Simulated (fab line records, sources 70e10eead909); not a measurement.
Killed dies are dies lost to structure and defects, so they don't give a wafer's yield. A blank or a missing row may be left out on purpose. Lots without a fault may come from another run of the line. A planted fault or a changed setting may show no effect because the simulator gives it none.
Chamber matching | flow nand_harc | NHARC_A_STAIRCASE_ETCH_225 on rie_diel-01: 4 sister chambers
The step etches the open film in C4F8/O2, target depth 100 nm, time 40.5 s. 4 wafers are shown with their chamber, then 7 later ones without.

WAFERS WITH THEIR CHAMBER
wafer  | chamber | rf_vpp_V (V)
L949.3 | 1       | 897
L951.5 | 0       | 904
L950.1 | 2       | 893
L950.4 | 3       | 898

WAFERS WITHOUT THEIR CHAMBER
wafer  | rf_vpp_V (V)
L950.6 | 899
L953.1 | 897
L953.3 | 896
L953.6 | 903
L957.3 | 899
L957.4 | 903
L957.6 | 897

WHICH CHAMBER EACH WENT THROUGH
wafer  | from the rows above     | in truth
L950.6 | can't be placed: 3 or 1 | 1
L953.1 | can't be placed: 1 or 3 | 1
L953.3 | can't be placed: 1 or 3 | 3
L953.6 | 0                       | 0
L957.3 | can't be placed: 3 or 1 | 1
L957.4 | 0                       | 0
L957.6 | can't be placed: 1 or 3 | 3
Placed correctly: 2 of 7. Can't be placed from these rows: 5 (the true chamber is among the candidates in 5). Placed wrongly: 0.
How it was worked out, from the rows above alone: a wafer's distance from a chamber is the root of the sum, over the readings, of the square of ((its reading less the chamber's mean) divided by the reading's scatter). The wafer belongs to the nearest chamber; if the next one is less than 2 further off, it can't be placed. A chamber's mean is the mean of its shown wafers. The scatter: with one shown wafer a chamber, the root of the mean of the squares of how far each hidden wafer lies from its nearest shown one.
